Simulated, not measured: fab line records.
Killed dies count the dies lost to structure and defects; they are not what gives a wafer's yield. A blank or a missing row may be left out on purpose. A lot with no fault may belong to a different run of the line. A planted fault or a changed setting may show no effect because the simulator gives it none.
Which tool was responsible? :: flow n5_finfet :: 72 wafers from 24 lots sampled at 4 of the route's 1938 steps

## WHAT EACH GAUGE READ, for each wafer
N5_WELL_APT_INSPECT_38: inspects for defects (darkfield). Usual: raw_defect_count at 13, with a standard deviation of 4.9.
lot: L074
measured: day 1 16:54
on: defect_inspect-02
raw_defect_count: 9 10 16
flag: 

lot: L075
measured: day 1 22:37
on: defect_inspect-01
raw_defect_count: 5 17 11
flag: 

lot: L076
measured: day 2 04:33
on: defect_inspect-01
raw_defect_count: 20 10 13
flag: 

lot: L077
measured: day 2 10:40
on: defect_inspect-02
raw_defect_count: 11 10 11
flag: 

lot: L078
measured: day 2 16:39
on: defect_inspect-01
raw_defect_count: 20 17 10
flag: 

lot: L079
measured: day 2 22:55
on: defect_inspect-01
raw_defect_count: 13 11 12
flag: 

lot: L080
measured: day 3 05:16
on: defect_inspect-01
raw_defect_count: 12 9 13
flag: 

lot: L081
measured: day 3 11:26
on: defect_inspect-02
raw_defect_count: 19 15 16
flag: 

lot: L082
measured: day 3 19:27
on: defect_inspect-02
raw_defect_count: 9 13 14
flag: 

lot: L083
measured: day 3 23:13
on: defect_inspect-02
raw_defect_count: 8 5 7
flag: 

lot: L084
measured: day 4 04:55
on: defect_inspect-02
raw_defect_count: 25 10 12
flag: 

lot: L085
measured: day 4 11:01
on: defect_inspect-02
raw_defect_count: 11 6 16
flag: 

lot: L086
measured: day 4 17:08
on: defect_inspect-02
raw_defect_count: 15 14 17
flag: 

lot: L087
measured: day 4 22:49
on: defect_inspect-01
raw_defect_count: 24 17 17
flag: 

lot: L088
measured: day 5 05:28
on: defect_inspect-01
raw_defect_count: 13 11 11
flag: 

lot: L089
measured: day 5 10:35
on: defect_inspect-02
raw_defect_count: 13 24 14
flag: 

lot: L090
measured: day 5 17:08
on: defect_inspect-01
raw_defect_count: 16 10 16
flag: 

lot: L091
measured: day 5 23:08
on: defect_inspect-01
raw_defect_count: 11 29 14
flag: 

lot: L092
measured: day 6 05:48
on: defect_inspect-01
raw_defect_count: 12 10 16
flag: 

lot: L093
measured: day 6 11:21
on: defect_inspect-01
raw_defect_count: 18 21 7
flag: 

lot: L094
measured: day 6 18:55
on: defect_inspect-02
raw_defect_count: 11 5 23
flag: 

lot: L095
measured: day 6 23:13
on: defect_inspect-02
raw_defect_count: 23 15 15
flag: 

lot: L096
measured: day 7 05:04
on: defect_inspect-01
raw_defect_count: 15 16 13
flag: 

lot: L097
measured: day 7 11:34
on: defect_inspect-01
raw_defect_count: 8 12 15
flag: 

N5_FIN_SAQP_OVL_MEAS_17. Usual: FIN_CORE_OVL gives 0.4 nm (standard deviation 0.84).
lot: L074
measured: day 1 21:41
on: overlay-01
FIN_CORE_OVL (nm): 1.6 2.4 1.0
flag: 

lot: L075
measured: day 2 03:10
on: overlay-01
FIN_CORE_OVL (nm): 0.1 0.5 0.6
flag: 

lot: L076
measured: day 2 10:09
on: overlay-01
FIN_CORE_OVL (nm): 0.0 1.1 0.8
flag: 

lot: L077
measured: day 2 15:34
on: overlay-01
FIN_CORE_OVL (nm): 0.6 0.7 2.2
flag: 

lot: L078
measured: day 2 22:17
on: overlay-01
FIN_CORE_OVL (nm): 1.2 0.8 0.7
flag: 

lot: L079
measured: day 3 04:08
on: overlay-01
FIN_CORE_OVL (nm): 1.5 1.6 0.2
flag: 

lot: L080
measured: day 3 10:00
on: overlay-01
FIN_CORE_OVL (nm): 0.3 1.2 1.2
flag: 

lot: L081
measured: day 3 16:10
on: overlay-02
FIN_CORE_OVL (nm): 0.4 0.6 -0.1
flag: 

lot: L082
measured: day 4 00:11
on: overlay-02
FIN_CORE_OVL (nm): 0.3 0.4 -0.5
flag: 

lot: L083
measured: day 4 04:05
on: overlay-02
FIN_CORE_OVL (nm): 0.0 -0.9 -0.5
flag: 

lot: L084
measured: day 4 10:11
on: overlay-02
FIN_CORE_OVL (nm): -0.2 0.4 -0.7
flag: 

lot: L085
measured: day 4 16:11
on: overlay-02
FIN_CORE_OVL (nm): 0.1 -0.1 0.7
flag: 

lot: L086
measured: day 4 21:57
on: overlay-01
FIN_CORE_OVL (nm): 0.6 0.0 1.5
flag: 

lot: L087
measured: day 5 05:02
on: overlay-01
FIN_CORE_OVL (nm): 0.3 0.3 0.1
flag: 

lot: L088
measured: day 5 10:33
on: overlay-01
FIN_CORE_OVL (nm): -0.6 -0.4 2.0
flag: 

lot: L089
measured: day 5 16:16
on: overlay-01
FIN_CORE_OVL (nm): 0.6 1.0 1.6
flag: 

lot: L090
measured: day 5 22:56
on: overlay-01
FIN_CORE_OVL (nm): 1.0 -0.7 0.6
flag: 

lot: L091
measured: day 6 04:40
on: overlay-01
FIN_CORE_OVL (nm): -1.6 -0.7 -0.4
flag: 

lot: L092
measured: day 6 10:59
on: overlay-02
FIN_CORE_OVL (nm): 0.4 -0.2 0.4
flag: 

lot: L093
measured: day 6 17:10
on: overlay-02
FIN_CORE_OVL (nm): -0.7 -0.9 0.5
flag: 

lot: L094
measured: day 6 23:52
on: overlay-02
FIN_CORE_OVL (nm): 1.2 0.1 -0.7
flag: 

lot: L095
measured: day 7 05:37
on: overlay-02
FIN_CORE_OVL (nm): 0.5 -0.7 -1.0
flag: 

lot: L096
measured: day 7 11:06
on: overlay-01
FIN_CORE_OVL (nm): 1.0 0.5 3.1
flag: 

lot: L097
measured: day 7 16:07
on: overlay-01
FIN_CORE_OVL (nm): 0.5 1.6 -0.2
flag: 

N5_FIN_SAQP_CD_MEAS_37: target cd 8 nm. Usual: cd_nm at 8.2 nm, with a standard deviation of 0.33.
lot: L074
measured: day 2 01:50
on: cd_sem-03
cd_nm (nm): 8.0 7.9 8.2
flag: 

lot: L075
measured: day 2 07:20
on: cd_sem-01
cd_nm (nm): 7.9 7.8 8.1
flag: 

lot: L076
measured: day 2 15:10
on: cd_sem-03
cd_nm (nm): 8.3 8.7 8.0
flag: 

lot: L077
measured: day 2 19:55
on: cd_sem-03
cd_nm (nm): 7.8 7.8 8.1
flag: 

lot: L078
measured: day 3 03:09
on: cd_sem-03
cd_nm (nm): 8.0 9.1 8.3
flag: 

lot: L079
measured: day 3 09:41
on: cd_sem-02
cd_nm (nm): 7.7 8.0 8.5
flag: 

lot: L080
measured: day 3 15:28
on: cd_sem-01
cd_nm (nm): 8.4 8.0 8.6
flag: 

lot: L081
measured: day 3 20:44
on: cd_sem-03
cd_nm (nm): 8.1 8.5 7.7
flag: 

lot: L082
measured: day 4 04:19
on: cd_sem-03
cd_nm (nm): 7.7 8.4 7.7
flag: 

lot: L083
measured: day 4 08:19
on: cd_sem-03
cd_nm (nm): 7.8 7.8 8.1
flag: 

lot: L084
measured: day 4 14:25
on: cd_sem-02
cd_nm (nm): 8.9 7.9 8.2
flag: 

lot: L085
measured: day 4 21:32
on: cd_sem-03
cd_nm (nm): 8.5 8.6 8.6
flag: 

lot: L086
measured: day 5 02:55
on: cd_sem-02
cd_nm (nm): 8.1 8.1 8.0
flag: 

lot: L087
measured: day 5 09:35
on: cd_sem-01
cd_nm (nm): 8.5 8.6 8.5
flag: 

lot: L088
measured: day 5 14:41
on: cd_sem-03
cd_nm (nm): 8.2 8.2 8.1
flag: 

lot: L089
measured: day 5 21:12
on: cd_sem-01
cd_nm (nm): 8.2 8.9 8.6
flag: 

lot: L090
measured: day 6 04:23
on: cd_sem-03
cd_nm (nm): 8.0 7.9 8.2
flag: 

lot: L091
measured: day 6 10:20
on: cd_sem-01
cd_nm (nm): 8.2 8.3 8.2
flag: 

lot: L092
measured: day 6 15:13
on: cd_sem-01
cd_nm (nm): 8.3 7.4 8.5
flag: 

lot: L093
measured: day 6 21:32
on: cd_sem-03
cd_nm (nm): 8.2 8.1 8.2
flag: 

lot: L094
measured: day 7 05:04
on: cd_sem-01
cd_nm (nm): 8.3 8.0 7.8
flag: 

lot: L095
measured: day 7 10:45
on: cd_sem-02
cd_nm (nm): 8.5 7.9 8.4
flag: 

lot: L096
measured: day 7 15:45
on: cd_sem-03
cd_nm (nm): 8.4 8.1 8.7
flag: 

lot: L097
measured: day 7 21:55
on: cd_sem-01
cd_nm (nm): 8.0 8.5 7.9
flag: 

## TOOL THAT RAN EACH LOT (tool first, then ch and the chambers of the sampled wafers, then the start)
lot: L074
N5_ZERO_LAYER_STRIP_24: plasma_asher-02 ch 0,1, day 1 13:02

lot: L075
N5_ZERO_LAYER_STRIP_24: plasma_asher-02 ch 0,1, day 1 18:58

lot: L076
N5_ZERO_LAYER_STRIP_24: plasma_asher-02 ch 0, day 2 00:54

lot: L077
N5_ZERO_LAYER_STRIP_24: plasma_asher-02 ch 0,1, day 2 06:53

lot: L078
N5_ZERO_LAYER_STRIP_24: plasma_asher-01 ch 0, day 2 12:54

lot: L079
N5_ZERO_LAYER_STRIP_24: plasma_asher-01 ch 0,1, day 2 18:53

lot: L080
N5_ZERO_LAYER_STRIP_24: plasma_asher-02 ch 0,1, day 3 01:02

lot: L081
N5_ZERO_LAYER_STRIP_24: plasma_asher-02 ch 1, day 3 07:08

lot: L082
N5_ZERO_LAYER_STRIP_24: plasma_asher-02 ch 0,1, day 3 13:01

lot: L083
N5_ZERO_LAYER_STRIP_24: plasma_asher-01 ch 0,1, day 3 19:34

lot: L084
N5_ZERO_LAYER_STRIP_24: plasma_asher-01 ch 0, day 4 01:14

lot: L085
N5_ZERO_LAYER_STRIP_24: plasma_asher-02 ch 0,1, day 4 07:01

lot: L086
N5_ZERO_LAYER_STRIP_24: plasma_asher-01 ch 0,1, day 4 12:54

lot: L087
N5_ZERO_LAYER_STRIP_24: plasma_asher-01 ch 0,1, day 4 18:53

lot: L088
N5_ZERO_LAYER_STRIP_24: plasma_asher-02 ch 0,1, day 5 01:03

lot: L089
N5_ZERO_LAYER_STRIP_24: plasma_asher-01 ch 0, day 5 06:55

lot: L090
N5_ZERO_LAYER_STRIP_24: plasma_asher-01 ch 0,1, day 5 12:57

lot: L091
N5_ZERO_LAYER_STRIP_24: plasma_asher-01 ch 0,1, day 5 19:02

lot: L092
N5_ZERO_LAYER_STRIP_24: plasma_asher-01 ch 0,1, day 6 01:14

lot: L093
N5_ZERO_LAYER_STRIP_24: plasma_asher-02 ch 0,1, day 6 06:56

lot: L094
N5_ZERO_LAYER_STRIP_24: plasma_asher-02 ch 0,1, day 6 14:48

lot: L095
N5_ZERO_LAYER_STRIP_24: plasma_asher-01 ch 0, day 6 19:07

lot: L096
N5_ZERO_LAYER_STRIP_24: plasma_asher-02 ch 0,1, day 7 01:12

lot: L097
N5_ZERO_LAYER_STRIP_24: plasma_asher-02 ch 0,1, day 7 07:01
- N5_ZERO_LAYER_STRIP_24: strips in O2.

## WHAT THE TOOLS THEMSELVES READ (means of the sampled wafers that have a number; where no wafer has one, the mark that the record gives instead)
N5_ZERO_LAYER_STRIP_24. Usual: drypump_motor_current_A 5.3 A, standard deviation 0.37; heater_power_w 351 W, standard deviation 29; oes_product_au 0.646 a.u., standard deviation 0.0047; strip_time_to_endpoint_s 43.81 s, standard deviation 0.096.
lot: L074
tool: plasma_asher-02
drypump_motor_current_A (A): 5.0
heater_power_w (W): 375
oes_product_au (a.u.): 0.647
strip_time_to_endpoint_s (s): 43.83
flag: 

lot: L075
tool: plasma_asher-02
drypump_motor_current_A (A): 5.0
heater_power_w (W): 374
oes_product_au (a.u.): 0.648
strip_time_to_endpoint_s (s): 43.68
flag: 

lot: L076
tool: plasma_asher-02
drypump_motor_current_A (A): 4.8
heater_power_w (W): 363
oes_product_au (a.u.): 0.647
strip_time_to_endpoint_s (s): 43.92
flag: 

lot: L077
tool: plasma_asher-02
drypump_motor_current_A (A): 5.0
heater_power_w (W): 378
oes_product_au (a.u.): 0.644
strip_time_to_endpoint_s (s): 43.77
flag: 

lot: L078
tool: plasma_asher-01
drypump_motor_current_A (A): 5.7
heater_power_w (W): 333
oes_product_au (a.u.): 0.650
strip_time_to_endpoint_s (s): 43.96
flag: 

lot: L079
tool: plasma_asher-01
drypump_motor_current_A (A): 5.7
heater_power_w (W): 329
oes_product_au (a.u.): 0.650
strip_time_to_endpoint_s (s): 43.98
flag: 

lot: L080
tool: plasma_asher-02
drypump_motor_current_A (A): 5.1
heater_power_w (W): 380
oes_product_au (a.u.): 0.649
strip_time_to_endpoint_s (s): 43.86
flag: 

lot: L081
tool: plasma_asher-02
drypump_motor_current_A (A): 5.1
heater_power_w (W): 386
oes_product_au (a.u.): 0.649
strip_time_to_endpoint_s (s): 43.97
flag: 

lot: L082
tool: plasma_asher-02
drypump_motor_current_A (A): 5.1
heater_power_w (W): 382
oes_product_au (a.u.): 0.646
strip_time_to_endpoint_s (s): 43.90
flag: 

lot: L083
tool: plasma_asher-01
drypump_motor_current_A (A): 5.7
heater_power_w (W): 324
oes_product_au (a.u.): 0.646
strip_time_to_endpoint_s (s): 43.76
flag: 

lot: L084
tool: plasma_asher-01
drypump_motor_current_A (A): 5.7
heater_power_w (W): 332
oes_product_au (a.u.): 0.648
strip_time_to_endpoint_s (s): 43.84
flag: 

lot: L085
tool: plasma_asher-02
drypump_motor_current_A (A): 5.0
heater_power_w (W): 380
oes_product_au (a.u.): 0.643
strip_time_to_endpoint_s (s): 43.76
flag: 

lot: L086
tool: plasma_asher-01
drypump_motor_current_A (A): 5.7
heater_power_w (W): 317
oes_product_au (a.u.): 0.647
strip_time_to_endpoint_s (s): 43.76
flag: 

lot: L087
tool: plasma_asher-01
drypump_motor_current_A (A): 5.7
heater_power_w (W): 328
oes_product_au (a.u.): 0.649
strip_time_to_endpoint_s (s): 43.74
flag: 

lot: L088
tool: plasma_asher-02
drypump_motor_current_A (A): 5.0
heater_power_w (W): 377
oes_product_au (a.u.): 0.647
strip_time_to_endpoint_s (s): 43.89
flag: 

lot: L089
tool: plasma_asher-01
drypump_motor_current_A (A): 5.7
heater_power_w (W): 332
oes_product_au (a.u.): 0.650
strip_time_to_endpoint_s (s): 43.70
flag: 

lot: L090
tool: plasma_asher-01
drypump_motor_current_A (A): 5.7
heater_power_w (W): 317
oes_product_au (a.u.): 0.643
strip_time_to_endpoint_s (s): 43.83
flag: 

lot: L091
tool: plasma_asher-01
drypump_motor_current_A (A): 5.7
heater_power_w (W): 318
oes_product_au (a.u.): 0.643
strip_time_to_endpoint_s (s): 43.84
flag: 

lot: L092
tool: plasma_asher-01
drypump_motor_current_A (A): 5.7
heater_power_w (W): 325
oes_product_au (a.u.): 0.644
strip_time_to_endpoint_s (s): 43.77
flag: 

lot: L093
tool: plasma_asher-02
drypump_motor_current_A (A): 5.0
heater_power_w (W): 380
oes_product_au (a.u.): 0.651
strip_time_to_endpoint_s (s): 43.78
flag: 

lot: L094
tool: plasma_asher-02
drypump_motor_current_A (A): 4.9
heater_power_w (W): 366
oes_product_au (a.u.): 0.648
strip_time_to_endpoint_s (s): 43.84
flag: 

lot: L095
tool: plasma_asher-01
drypump_motor_current_A (A): 5.7
heater_power_w (W): 332
oes_product_au (a.u.): 0.648
strip_time_to_endpoint_s (s): 43.77
flag: 

lot: L096
tool: plasma_asher-02
drypump_motor_current_A (A): 5.1
heater_power_w (W): 381
oes_product_au (a.u.): 0.646
strip_time_to_endpoint_s (s): 43.72
flag: 

lot: L097
tool: plasma_asher-02
drypump_motor_current_A (A): 5.0
heater_power_w (W): 380
oes_product_au (a.u.): 0.644
strip_time_to_endpoint_s (s): 43.80
flag: 

## THE ANSWER, worked out from the rows above alone
Rule: take the mean of a lot's wafers that have a number; if it is more than 3 standard deviations from the usual mean, the lot is off. A lot without any number at a reading at which 4 lots or more have one is off too. Any other lot the step has rows for is counted as sound. The gauges are gone through in route order, then the tools' own readings, and for those a lot's mean is taken as printed above. At the first step where some lot is off, the reading lying furthest off is the one used; lots without a number count as furthest.
No lot is off at any reading shown: from this, nothing can be told.

## WHAT THE SIMULATOR HAD PUT IN
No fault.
